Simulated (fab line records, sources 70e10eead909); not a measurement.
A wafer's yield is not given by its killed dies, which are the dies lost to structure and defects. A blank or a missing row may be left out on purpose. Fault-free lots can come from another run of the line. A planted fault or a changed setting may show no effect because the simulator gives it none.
Which tool did it? | flow nand harc | 42 wafers from 14 lots sampled at 5 of the route's 1302 steps

== WHAT EACH GAUGE READ, for each wafer ==
NHARC_A_ZERO_WELL_CD_MEAS_10: the cd target is 2000 nm.
lot  | measured     | on        | cd nm (nm)
L215 | day 6 18:55  | cd sem-01 | 2000.4 2001.8 2001.5
L216 | day 7 09:23  | cd sem-02 | 1996.8 2002.5 1998.7
L218 | day 7 22:42  | cd sem-03 | 1998.7 1997.7 1997.4
L219 | day 8 13:08  | cd sem-02 | 1996.7 2000.3 2001.6
L221 | day 9 06:05  | cd sem-02 | 1997.3 1999.1 2002.3
L222 | day 9 13:52  | cd sem-02 | 1996.2 1997.5 2001.6
L223 | day 10 04:09 | cd sem-03 | 1999.4 1998.5 1996.3
L230 | day 12 22:38 | cd sem-01 | 1997.5 1998.8 2000.2
L232 | day 13 16:36 | cd sem-01 | 1998.2 2000.7 1998.2
L234 | day 14 16:07 | cd sem-02 | 1998.7 1999.5 2000.3
L235 | day 14 23:04 | cd sem-03 | 2000.0 1998.7 1996.0
L236 | day 15 11:40 | cd sem-03 | 1998.6 2001.5 2000.7
L237 | day 15 21:16 | cd sem-02 | 1999.8 1997.5 2000.5
L238 | day 16 04:35 | cd sem-02 | 2000.2 2002.5 2001.0

NHARC_A_SOURCE_PLATE_THK_MEAS_06: measures by ellipsometry.
lot  | measured     | on            | thk nm (nm)
L215 | day 7 15:41  | film metro-02 | 202.4 199.0 202.3
L216 | day 8 07:02  | film metro-02 | 203.0 199.2 201.7
L218 | day 8 20:35  | film metro-01 | 200.3 203.5 202.7
L219 | day 9 11:04  | film metro-02 | 201.8 201.4 200.7
L221 | day 10 02:58 | film metro-02 | 202.0 202.0 203.3
L222 | day 10 11:14 | film metro-02 | 202.4 203.2 202.7
L223 | day 11 01:53 | film metro-01 | 201.0 202.0 202.9
L230 | day 13 21:15 | film metro-02 | 197.4 201.3 200.9
L232 | day 14 11:38 | film metro-02 | 196.8 195.3 198.5
L234 | day 15 12:49 | film metro-01 | 200.2 201.5 200.1
L235 | day 15 22:09 | film metro-01 | 198.3 199.0 202.4
L236 | day 16 08:52 | film metro-01 | 199.4 198.6 199.1
L237 | day 16 19:56 | film metro-01 | 201.8 200.8 202.8
L238 | day 17 03:11 | film metro-01 | 202.7 199.7 198.6

NHARC_A_ONON_D1_THK_MEAS_02: measures by ellipsometry.
lot  | measured     | on            | thk nm (nm)
L215 | day 7 16:20  | film metro-02 | 1007 1007 1007
L216 | day 8 07:40  | film metro-01 | 997 997 996
L218 | day 8 21:14  | film metro-02 | 999 999 997
L219 | day 9 11:45  | film metro-02 | 996 996 996
L221 | day 10 03:39 | film metro-02 | 1006 1007 1005
L222 | day 10 11:56 | film metro-01 | 1164 1162 1165
L223 | day 11 02:35 | film metro-02 | 1154 1154 1154
L230 | day 13 21:53 | film metro-01 | 992 993 994
L232 | day 14 12:16 | film metro-01 | 991 993 991
L234 | day 15 13:28 | film metro-01 | 996 996 1001
L235 | day 15 22:47 | film metro-02 | 1011 1011 1010
L236 | day 16 09:32 | film metro-02 | 1003 1002 1002
L237 | day 16 20:35 | film metro-01 | 986 986 986
L238 | day 17 03:49 | film metro-01 | 1010 1009 1011

NHARC_END_SORT_01.
lot  | measured     | on        | killed at array | killed at other | killed at periphery | killed dies | killed open | killed short
L215 | day 24 14:05 | prober-01 | 59 46 46        | 0 1 1           | 9 4 13              | 68 51 60    | 4 1 6       | 2 1 3
L216 | day 25 09:58 | prober-01 | 26 29 26        | 0 1 1           | 2 2 5               | 28 32 32    | 4 1 2       | 0 3 0
L218 | day 25 12:58 | prober-02 | 68 75 59        | 0 0 0           | 2 1 1               | 70 76 60    | 4 3 2       | 2 4 1
L219 | day 25 17:46 | prober-01 | 52 39 49        | 0 0 1           | 3 0 1               | 55 39 51    | 1 0 3       | 4 1 5
L221 | day 27 21:47 | prober-02 | 51 62 64        | 0 0 0           | 1 2 0               | 52 64 64    | 2 4 2       | 4 3 4
L222 | day 27 14:01 | prober-01 | 675 673 672     | 0 0 1           | 2 4 4               | 677 677 677 | 2 2 1       | 2 2 4
L223 | day 27 15:38 | prober-02 | 669 671 675     | 0 0 0           | 8 6 2               | 677 677 677 | 2 2 5       | 3 0 4
L230 | day 31 05:36 | prober-02 | 74 72 72        | 2 2 0           | 9 3 2               | 85 77 74    | 4 7 4       | 3 2 6
L232 | day 30 22:01 | prober-01 | 32 29 23        | 2 5 2           | 2 4 5               | 36 38 30    | 3 7 7       | 3 1 5
L234 | day 31 22:58 | prober-02 | 61 78 68        | 0 0 0           | 1 4 5               | 62 82 73    | 7 4 1       | 2 1 5
L235 | day 32 21:01 | prober-02 | 78 76 80        | 0 0 0           | 1 3 4               | 79 79 84    | 4 6 2       | 1 2 4
L236 | day 32 18:44 | prober-01 | 67 48 52        | 1 1 1           | 4 3 5               | 72 52 58    | 5 1 2       | 2 1 4
L237 | day 33 03:29 | prober-01 | 53 37 50        | 0 2 0           | 13 5 3              | 66 44 53    | 2 3 5       | 6 0 2
L238 | day 33 04:50 | prober-02 | 69 75 79        | 0 0 0           | 6 0 9               | 75 75 88    | 2 2 3       | 7 6 1

== WHICH TOOL RAN EACH LOT (tool, then ch and the chambers of the sampled wafers, then the start) ==
lot  | NHARC_A_ONON_D1_DEP_00
L215 | pecvd onon-02 ch 0, day 7 15:49
L216 | pecvd onon-03 ch 0, day 8 07:10
L218 | pecvd onon-01 ch 0, day 8 20:47
L219 | pecvd onon-01 ch 0, day 9 11:14
L221 | pecvd onon-02 ch 0, day 10 03:08
L222 | pecvd onon-02 ch 0, day 10 11:25
L223 | pecvd onon-02 ch 0, day 11 02:11
L230 | pecvd onon-02 ch 0, day 13 21:26
L232 | pecvd onon-02 ch 0, day 14 11:49
L234 | pecvd onon-02 ch 0, day 15 12:57
L235 | pecvd onon-02 ch 0, day 15 22:16
L236 | pecvd onon-03 ch 0, day 16 09:02
L237 | pecvd onon-02 ch 0, day 16 20:04
L238 | pecvd onon-02 ch 0, day 17 03:19
- NHARC_A_ONON_D1_DEP_00: target thk 1000 nm.

== WHAT THE TOOLS THEMSELVES READ (means of the sampled wafers that have a number; where no wafer has one, the mark that the record gives instead) ==
NHARC_A_ONON_D1_DEP_00.
lot  | tool          | nh3 flow sccm (sccm) | susceptor temp C (C)
L215 | pecvd onon-02 | 501.0                | 400.19
L216 | pecvd onon-03 | 501.4                | 400.27
L218 | pecvd onon-01 | 500.2                | 399.82
L219 | pecvd onon-01 | 499.8                | 400.13
L221 | pecvd onon-02 | 498.6                | 400.11
L222 | pecvd onon-02 | 499.6                | 399.97
L223 | pecvd onon-02 | 500.7                | 400.09
L230 | pecvd onon-02 | 499.3                | 400.24
L232 | pecvd onon-02 | 499.5                | 400.36
L234 | pecvd onon-02 | 500.7                | 399.65
L235 | pecvd onon-02 | 500.7                | 400.25
L236 | pecvd onon-03 | 499.9                | 400.12
L237 | pecvd onon-02 | 502.1                | 400.01
L238 | pecvd onon-02 | 500.0                | 400.18

== THE ANSWER, worked out from the rows above alone ==
Rule: usual is defined by the lots themselves. The widest of any qualifying gaps counts: lots, ordered by their means at a reading, are off when they make up no more than a third of the lots, leave a main group of 4 or more, and stand apart from it by 3 or more times the standard deviation of that group's means. The tables above print the reading to a certain number of digits; a main group whose means all agree to those digits is not used. Also off: a lot with no number at a reading for which 4 or more lots have one. All remaining lots with rows at the step are treated as sound. The gauges are gone through in route order, then the tools' own readings, and for those a lot's mean is taken as printed above. At the first step where some lot is off, the reading lying furthest off is the one used; lots without a number count as furthest.
Off: L222, L223, at NHARC_A_ONON_D1_THK_MEAS_02 (thk nm). The main group has a mean of 1000 nm with a standard deviation of 7.4.
If a tool, at a process step before that reading, ran all the lots that are off and no sound lot after the first of them, it fits. The gauges at NHARC_A_ONON_D1_THK_MEAS_02 aren't tried: what is off there is off at NHARC_END_SORT_01 too, on other tools, and a gauge's error can't cause that. None of those tried fits.

== WHAT THE SIMULATOR PUT IN ==
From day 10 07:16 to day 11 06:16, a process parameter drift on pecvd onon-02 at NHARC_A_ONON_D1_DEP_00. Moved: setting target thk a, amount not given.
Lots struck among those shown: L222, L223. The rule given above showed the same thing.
